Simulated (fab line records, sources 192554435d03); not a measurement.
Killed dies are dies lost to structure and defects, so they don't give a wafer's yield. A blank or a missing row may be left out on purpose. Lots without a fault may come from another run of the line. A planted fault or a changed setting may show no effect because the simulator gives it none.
Chamber matching | flow n5_finfet | N5_HKMG_FIN_ETCH_35 on rie_diel-02: 4 sister chambers
The step etches SOC in N2/H2, target depth 215.8 nm, time 243.4 s. 20 wafers are shown with their chamber, then 10 later ones without.

WAFERS WITH THEIR CHAMBER
wafer  | chamber | showerhead_plenum_p_Torr (Torr) | throttle_valve_pct (%) | oes_product_au (a.u.)
L083.1 | 2       | 2.69                            | 18.01                  | 0.82
L083.2 | 0       | 2.43                            | 17.75                  | 0.73
L083.3 | 1       | 2.65                            | 17.81                  | 0.75
L083.4 | 3       | 2.45                            | 18.00                  | 0.78
L083.5 | 2       | 2.69                            | 18.00                  | 0.82
L083.6 | 3       | 2.45                            | 18.01                  | 0.78
L084.1 | 1       | 2.65                            | 17.80                  | 0.76
L084.2 | 0       | 2.43                            | 17.75                  | 0.72
L084.3 | 2       | 2.69                            | 18.02                  | 0.83
L084.4 | 3       | 2.45                            | 18.00                  | 0.78
L084.5 | 3       | 2.45                            | 18.01                  | 0.78
L084.6 | 0       | 2.43                            | 17.75                  | 0.73
L088.2 | 1       | 2.64                            | 17.81                  | 0.75
L088.5 | 3       | 2.44                            | 18.00                  | 0.77
L088.6 | 0       | 2.43                            | 17.74                  | 0.72
L090.3 | 1       | 2.64                            | 17.81                  | 0.74
L090.5 | 1       | 2.64                            | 17.84                  | 0.74
L090.6 | 0       | 2.42                            | 17.78                  | 0.72
L092.1 | 1       | 2.64                            | 17.84                  | 0.75
L092.2 | 2       | 2.68                            | 18.05                  | 0.81

SIGNATURES (means of the wafers above)
reading                  | chamber 0 | chamber 1 | chamber 2 | chamber 3 | scatter within a chamber
showerhead_plenum_p_Torr | 2.4280    | 2.6433    | 2.6875    | 2.4480    | 0.0048
throttle_valve_pct       | 17.7540   | 17.8183   | 18.0200   | 18.0040   | 0.0157
oes_product_au           | 0.7240    | 0.7483    | 0.8200    | 0.7780    | 0.00654
Rule: a wafer's distance from a chamber is the root of the sum, over the readings, of the square of ((its reading less the chamber's mean) divided by the reading's scatter). The wafer belongs to the nearest chamber; if the next one is less than 2 further off, it can't be placed. The scatter: the root of (the sum of the squares of (reading less its chamber's mean) over the shown wafers, divided by (wafers less chambers)).

WAFERS WITHOUT THEIR CHAMBER
wafer  | showerhead_plenum_p_Torr (Torr) | throttle_valve_pct (%) | oes_product_au (a.u.)
L092.3 | 2.44                            | 18.04                  | 0.76
L092.4 | 2.42                            | 17.78                  | 0.72
L092.5 | 2.64                            | 17.86                  | 0.75
L092.6 | 2.68                            | 18.04                  | 0.81
L093.1 | 2.68                            | 18.03                  | 0.80
L093.4 | 2.42                            | 17.78                  | 0.72
L093.5 | 2.42                            | 17.76                  | 0.71
L095.4 | 2.68                            | 18.04                  | 0.80
L095.5 | 2.44                            | 18.05                  | 0.76
L095.6 | 2.68                            | 18.05                  | 0.79

WHICH CHAMBER EACH WENT THROUGH
wafer  | from the rows above | in truth
L092.3 | 3                   | 3
L092.4 | 0                   | 0
L092.5 | 1                   | 1
L092.6 | 2                   | 2
L093.1 | 2                   | 2
L093.4 | 0                   | 0
L093.5 | 0                   | 0
L095.4 | 2                   | 2
L095.5 | 3                   | 3
L095.6 | 2                   | 2
Placed correctly: 10 of 10. Can't be placed from these rows: 0. Placed wrongly: 0.
